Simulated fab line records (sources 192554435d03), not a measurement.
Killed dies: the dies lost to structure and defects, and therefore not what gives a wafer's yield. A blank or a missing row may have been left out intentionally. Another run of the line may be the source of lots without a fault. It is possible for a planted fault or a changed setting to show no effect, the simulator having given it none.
Matching of chambers	flow n5_finfet	rie_diel-03 running N5_BEOL_M13_TRENCH_ETCH_34: 4 sister chambers
The step etches SiOC in C4F8/O2/Ar, target depth 413.47 nm, time 162.6 s. 14 wafers are shown with their chamber, then 7 later ones without.

## EACH WAFER AND ITS CHAMBER
wafer	chamber	drypump_motor_current_A (A)	showerhead_plenum_p_Torr (Torr)	throttle_valve_pct (%)
L077.1	2	5.0	3.54	24.35
L077.2	0	5.6	3.38	24.51
L077.5	0	5.6	3.38	24.50
L083.1	0	5.6	3.37	24.50
L083.5	0	5.6	3.37	24.49
L083.6	3	5.4	3.44	24.25
L082.3	3	5.4	3.44	24.27
L082.5	3	5.3	3.44	24.29
L082.6	2	5.0	3.54	24.36
L087.3	1	6.1	3.25	23.84
L087.4	1	6.1	3.25	23.82
L087.6	3	5.4	3.43	24.28
L090.2	3	5.4	3.43	24.28
L090.4	2	5.0	3.53	24.38

SIGNATURES, as means of the wafers listed above
reading	chamber 0	chamber 1	chamber 2	chamber 3	scatter within a chamber
drypump_motor_current_A	5.600	6.100	5.000	5.380	0.0283
showerhead_plenum_p_Torr	3.3750	3.2500	3.5367	3.4360	0.00535
throttle_valve_pct	24.5000	23.8300	24.3633	24.2740	0.0134
Rule: a wafer's distance from a chamber is the root of the sum, over the readings, of the square of ((its reading less the chamber's mean) divided by the reading's scatter). The wafer belongs to the nearest chamber; if the next one is less than 2 further off, it can't be placed. The scatter: take each reading less its chamber's mean, square it, sum over the shown wafers, divide by the number of wafers less the number of chambers, and take the root.

## WAFERS MISSING THEIR CHAMBER
wafer	drypump_motor_current_A (A)	showerhead_plenum_p_Torr (Torr)	throttle_valve_pct (%)
L090.5	6.1	3.25	23.83
L096.1	5.6	3.36	24.22
L096.3	5.4	3.43	24.30
L096.6	5.6	3.36	24.22
L094.1	5.0	3.52	24.40
L094.2	6.1	3.24	23.83
L094.6	5.6	3.36	24.22

## CHAMBER TAKEN BY EACH
wafer	from the rows above	in truth
L090.5	1	1
L096.1	3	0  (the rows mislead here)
L096.3	3	3
L096.6	3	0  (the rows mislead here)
L094.1	2	2
L094.2	1	1
L094.6	3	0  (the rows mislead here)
4 of 7 placed correctly. From these rows, 0 cannot be placed. Placed wrongly: 3.
